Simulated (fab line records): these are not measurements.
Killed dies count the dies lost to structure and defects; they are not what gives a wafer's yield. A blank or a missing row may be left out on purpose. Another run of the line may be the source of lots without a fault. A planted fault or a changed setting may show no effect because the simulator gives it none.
Which tool did it? :: flow nand harc :: 36 wafers from 12 lots sampled at 5 of the route's 1302 steps

== WHAT EACH GAUGE READ, for each wafer ==
NHARC_A_BLC_INSPECT_28.
lot: L978
measured: day 22 21:50
on: defect inspect-01
raw defect count: 444 682 610

lot: L982
measured: day 24 04:31
on: defect inspect-01
raw defect count: 437 577 698

lot: L984
measured: day 25 06:32
on: defect inspect-02
raw defect count: 551 687 595

lot: L990
measured: day 27 07:40
on: defect inspect-02
raw defect count: 433 497 423

lot: L991
measured: day 27 11:37
on: defect inspect-01
raw defect count: 408 428 479

lot: L992
measured: day 28 05:16
on: defect inspect-02
raw defect count: 436 613 474

lot: L993
measured: day 29 09:40
on: defect inspect-02
raw defect count: 478 394 460

lot: L996
measured: day 30 04:48
on: defect inspect-02
raw defect count: 485 636 392

lot: L995
measured: day 30 07:51
on: defect inspect-02
raw defect count: 532 541 415

lot: L999
measured: day 32 01:54
on: defect inspect-01
raw defect count: 416 612 520

lot: L101
measured: day 32 09:02
on: defect inspect-01
raw defect count: 482 591 440

lot: L998
measured: day 32 10:25
on: defect inspect-01
raw defect count: 488 631 552

NHARC_END_SORT_01.
lot: L991
measured: day 29 07:08
on: prober-01
killed at array: 668 666 675
killed at other: 5 6 1
killed at periphery: 4 5 1
killed dies: 677 677 677
killed open: 3 2 2
killed short: 4 3 2

lot: L992
measured: day 30 01:46
on: prober-02
killed at array: 671 669 667
killed at other: 0 0 2
killed at periphery: 6 8 8
killed dies: 677 677 677
killed open: 0 4 2
killed short: 2 0 1

== WHAT TOOL EACH LOT RAN ON (gives the tool, then ch and the chambers of the sampled wafers, and finally the start) ==
lot: L978
NHARC_A_CONTACT_ETCH_110: rie diel-02 ch 0,1, day 22 15:55
NHARC_A_BLC_STRIP_21: rie diel-10 ch 2,3, day 22 20:00
NHARC_A_BLC_DEGAS_30: pvd sputter-01, day 22 20:26

lot: L982
NHARC_A_CONTACT_ETCH_110: rie diel-02 ch 1,2, day 23 22:07
NHARC_A_BLC_STRIP_21: rie diel-10 ch 0,1,3, day 24 02:37
NHARC_A_BLC_DEGAS_30: pvd sputter-02, day 24 03:02

lot: L984
NHARC_A_CONTACT_ETCH_110: rie diel-11 ch 0,1,2, day 25 00:10
NHARC_A_BLC_STRIP_21: rie diel-10 ch 0,1,2, day 25 04:16
NHARC_A_BLC_DEGAS_30: pvd sputter-02, day 25 04:41

lot: L990
NHARC_A_CONTACT_ETCH_110: rie diel-11 ch 2,3, day 27 01:53
NHARC_A_BLC_STRIP_21: rie diel-07 ch 0,2, day 27 05:53
NHARC_A_BLC_DEGAS_30: pvd sputter-03, day 27 06:18

lot: L991
NHARC_A_CONTACT_ETCH_110: rie diel-02 ch 0,1,2, day 27 05:44
NHARC_A_BLC_STRIP_21: rie diel-10 ch 0,3, day 27 09:48
NHARC_A_BLC_DEGAS_30: pvd sputter-03, day 27 10:14

lot: L992
NHARC_A_CONTACT_ETCH_110: rie diel-02 ch 1,2, day 27 23:31
NHARC_A_BLC_STRIP_21: rie diel-13 ch 0,3, day 28 03:26
NHARC_A_BLC_DEGAS_30: pvd sputter-02, day 28 03:50

lot: L993
NHARC_A_CONTACT_ETCH_110: rie diel-02 ch 0,2,3, day 29 03:20
NHARC_A_BLC_STRIP_21: rie diel-07 ch 0,1,2, day 29 07:51
NHARC_A_BLC_DEGAS_30: pvd sputter-01, day 29 08:17

lot: L996
NHARC_A_CONTACT_ETCH_110: rie diel-04 ch 0,2, day 29 22:52
NHARC_A_BLC_STRIP_21: rie diel-13 ch 1,2, day 30 02:59
NHARC_A_BLC_DEGAS_30: pvd sputter-01, day 30 03:25

lot: L995
NHARC_A_CONTACT_ETCH_110: rie diel-04 ch 0,1,3, day 30 01:56
NHARC_A_BLC_STRIP_21: rie diel-10 ch 1,2, day 30 06:02
NHARC_A_BLC_DEGAS_30: pvd sputter-03, day 30 06:28

lot: L999
NHARC_A_CONTACT_ETCH_110: rie diel-02 ch 1,2,3, day 31 20:08
NHARC_A_BLC_STRIP_21: rie diel-07 ch 1,2, day 32 00:06
NHARC_A_BLC_DEGAS_30: pvd sputter-03, day 32 00:31

lot: L101
NHARC_A_CONTACT_ETCH_110: rie diel-11 ch 0,3, day 32 03:13
NHARC_A_BLC_STRIP_21: rie diel-07 ch 0,1,2, day 32 07:16
NHARC_A_BLC_DEGAS_30: pvd sputter-01, day 32 07:40

lot: L998
NHARC_A_CONTACT_ETCH_110: rie diel-04 ch 0,1,2, day 32 04:38
NHARC_A_BLC_STRIP_21: rie diel-13 ch 0,1,3, day 32 08:38
NHARC_A_BLC_DEGAS_30: pvd sputter-02, day 32 09:03
- NHARC_A_CONTACT_ETCH_110: etches the open film in CF4/O2, target depth 60 nm, overetch 6 nm, time 33 s.
- NHARC_A_BLC_STRIP_21: strips in O2.
- NHARC_A_BLC_DEGAS_30: time 60 s.

== AS READ BY THE TOOLS THEMSELVES (means over the sampled wafers that have a number; for cases with no such wafer, the mark the record gives instead) ==
NHARC_A_CONTACT_ETCH_110.
lot: L978
tool: rie diel-02
bias w (W): 100.01
chamber pressure mTorr (mTorr): 30.016
drypump motor current A (A): 5.2
oes product au (a.u.): 1.003
rf vpp V (V): 198.6
showerhead plenum p Torr (Torr): 1.38
throttle valve pct (%): 13.407

lot: L982
tool: rie diel-02
bias w (W): 100.01
chamber pressure mTorr (mTorr): 29.996
drypump motor current A (A): 5.1
oes product au (a.u.): 1.016
rf vpp V (V): 198.3
showerhead plenum p Torr (Torr): 1.33
throttle valve pct (%): 13.394

lot: L984
tool: rie diel-11
bias w (W): 99.92
chamber pressure mTorr (mTorr): 30.008
drypump motor current A (A): 5.7
oes product au (a.u.): 0.995
rf vpp V (V): 198.1
showerhead plenum p Torr (Torr): 1.37
throttle valve pct (%): 13.397

lot: L990
tool: rie diel-11
bias w (W): 100.40
chamber pressure mTorr (mTorr): 30.010
drypump motor current A (A): 5.6
oes product au (a.u.): 1.003
rf vpp V (V): 198.2
showerhead plenum p Torr (Torr): 1.40
throttle valve pct (%): 13.406

lot: L991
tool: rie diel-02
bias w (W): 99.92
chamber pressure mTorr (mTorr): 29.996
drypump motor current A (A): 5.3
oes product au (a.u.): 1.006
rf vpp V (V): 197.9
showerhead plenum p Torr (Torr): 1.33
throttle valve pct (%): 13.403

lot: L992
tool: rie diel-02
bias w (W): 99.83
chamber pressure mTorr (mTorr): 29.984
drypump motor current A (A): 5.2
oes product au (a.u.): 1.003
rf vpp V (V): 196.1
showerhead plenum p Torr (Torr): 1.28
throttle valve pct (%): 13.391

lot: L993
tool: rie diel-02
bias w (W): 99.88
chamber pressure mTorr (mTorr): 30.006
drypump motor current A (A): 5.7
oes product au (a.u.): 0.986
rf vpp V (V): 197.4
showerhead plenum p Torr (Torr): 1.33
throttle valve pct (%): 13.394

lot: L996
tool: rie diel-04
bias w (W): 100.30
chamber pressure mTorr (mTorr): 30.015
drypump motor current A (A): 6.0
oes product au (a.u.): 0.989
rf vpp V (V): 198.8
showerhead plenum p Torr (Torr): 1.37
throttle valve pct (%): 13.395

lot: L995
tool: rie diel-04
bias w (W): 100.10
chamber pressure mTorr (mTorr): 30.024
drypump motor current A (A): 5.5
oes product au (a.u.): 1.001
rf vpp V (V): 197.5
showerhead plenum p Torr (Torr): 1.31
throttle valve pct (%): 13.399

lot: L999
tool: rie diel-02
bias w (W): 100.31
chamber pressure mTorr (mTorr): 30.003
drypump motor current A (A): 5.5
oes product au (a.u.): 1.002
rf vpp V (V): 197.4
showerhead plenum p Torr (Torr): 1.33
throttle valve pct (%): 13.405

lot: L101
tool: rie diel-11
bias w (W): 100.01
chamber pressure mTorr (mTorr): 29.997
drypump motor current A (A): 5.5
oes product au (a.u.): 1.007
rf vpp V (V): 199.5
showerhead plenum p Torr (Torr): 1.42
throttle valve pct (%): 13.392

lot: L998
tool: rie diel-04
bias w (W): 99.70
chamber pressure mTorr (mTorr): 29.999
drypump motor current A (A): 5.5
oes product au (a.u.): 0.993
rf vpp V (V): 199.2
showerhead plenum p Torr (Torr): 1.37
throttle valve pct (%): 13.398

NHARC_A_BLC_STRIP_21.
lot: L978
tool: rie diel-10
chamber pressure mTorr (mTorr): 60.00
drypump motor current A (A): 5.6
oes product au (a.u.): 0.999
rf vpp V (V): 58.4
showerhead plenum p Torr (Torr): 3.66
throttle valve pct (%): 17.042

lot: L982
tool: rie diel-10
chamber pressure mTorr (mTorr): 59.99
drypump motor current A (A): 5.9
oes product au (a.u.): 1.009
rf vpp V (V): 57.6
showerhead plenum p Torr (Torr): 3.48
throttle valve pct (%): 17.033

lot: L984
tool: rie diel-10
chamber pressure mTorr (mTorr): 60.00
drypump motor current A (A): 6.0
oes product au (a.u.): 0.990
rf vpp V (V): 56.9
showerhead plenum p Torr (Torr): 3.46
throttle valve pct (%): 17.032

lot: L990
tool: rie diel-07
chamber pressure mTorr (mTorr): 59.94
drypump motor current A (A): 5.7
oes product au (a.u.): 1.005
rf vpp V (V): 58.1
showerhead plenum p Torr (Torr): 3.64
throttle valve pct (%): 17.035

lot: L991
tool: rie diel-10
chamber pressure mTorr (mTorr): -
drypump motor current A (A): -
oes product au (a.u.): -
rf vpp V (V): -
showerhead plenum p Torr (Torr): -
throttle valve pct (%): -

lot: L992
tool: rie diel-13
chamber pressure mTorr (mTorr): -
drypump motor current A (A): -
oes product au (a.u.): -
rf vpp V (V): -
showerhead plenum p Torr (Torr): -
throttle valve pct (%): -

lot: L993
tool: rie diel-07
chamber pressure mTorr (mTorr): 60.05
drypump motor current A (A): 5.6
oes product au (a.u.): 1.003
rf vpp V (V): 58.4
showerhead plenum p Torr (Torr): 3.66
throttle valve pct (%): 17.043

lot: L996
tool: rie diel-13
chamber pressure mTorr (mTorr): 60.03
drypump motor current A (A): 5.3
oes product au (a.u.): 0.993
rf vpp V (V): 57.6
showerhead plenum p Torr (Torr): 3.67
throttle valve pct (%): 17.042

lot: L995
tool: rie diel-10
chamber pressure mTorr (mTorr): 60.03
drypump motor current A (A): 5.7
oes product au (a.u.): 0.996
rf vpp V (V): 57.9
showerhead plenum p Torr (Torr): 3.52
throttle valve pct (%): 17.035

lot: L999
tool: rie diel-07
chamber pressure mTorr (mTorr): 60.01
drypump motor current A (A): 5.5
oes product au (a.u.): 1.008
rf vpp V (V): 59.2
showerhead plenum p Torr (Torr): 3.68
throttle valve pct (%): 17.030

lot: L101
tool: rie diel-07
chamber pressure mTorr (mTorr): 60.01
drypump motor current A (A): 5.6
oes product au (a.u.): 1.009
rf vpp V (V): 58.5
showerhead plenum p Torr (Torr): 3.66
throttle valve pct (%): 17.039

lot: L998
tool: rie diel-13
chamber pressure mTorr (mTorr): 60.05
drypump motor current A (A): 5.9
oes product au (a.u.): 1.003
rf vpp V (V): 57.8
showerhead plenum p Torr (Torr): 3.65
throttle valve pct (%): 17.030

NHARC_A_BLC_DEGAS_30.
lot: L978
tool: pvd sputter-01
heater power w (W): 454

lot: L982
tool: pvd sputter-02
heater power w (W): 442

lot: L984
tool: pvd sputter-02
heater power w (W): 422

lot: L990
tool: pvd sputter-03
heater power w (W): 463

lot: L991
tool: pvd sputter-03
heater power w (W): 462

lot: L992
tool: pvd sputter-02
heater power w (W): 464

lot: L993
tool: pvd sputter-01
heater power w (W): 457

lot: L996
tool: pvd sputter-01
heater power w (W): 449

lot: L995
tool: pvd sputter-03
heater power w (W): 514

lot: L999
tool: pvd sputter-03
heater power w (W): 534

lot: L101
tool: pvd sputter-01
heater power w (W): 514

lot: L998
tool: pvd sputter-02
heater power w (W): 454

== THE ANSWER, worked out from the rows above alone ==
Rule: what is usual is taken from the lots themselves. Put in order of their means at a reading, lots are off if they are a third of the lots or fewer, leave a main group of 4 or more, and stand apart from it by a gap of 3 or more times the standard deviation of the main group's means; of several such gaps the widest counts. If all means in a main group match to the digits the tables above print for the reading, that group is not used. A lot without any number at a reading at which 4 lots or more have one is off too. All remaining lots with rows at the step are treated as sound. Order of review: gauges by route order, followed by the tools' own readings, for which a lot's mean as printed above is used. At the first step where some lot is off, the reading lying furthest off is the one used; lots without a number count as furthest.
Off: L991, L992, at NHARC_A_BLC_STRIP_21 (chamber pressure mTorr). Without a number there: L991, L992. The main group has a mean of 60.01 mTorr with a standard deviation of 0.031.
If a tool, at that step or one of the process steps before it, ran each lot that is off and ran no sound lot following the first of them, it fits. No candidate that was tried fits.

== WHAT THE SIMULATOR HAD PUT IN ==
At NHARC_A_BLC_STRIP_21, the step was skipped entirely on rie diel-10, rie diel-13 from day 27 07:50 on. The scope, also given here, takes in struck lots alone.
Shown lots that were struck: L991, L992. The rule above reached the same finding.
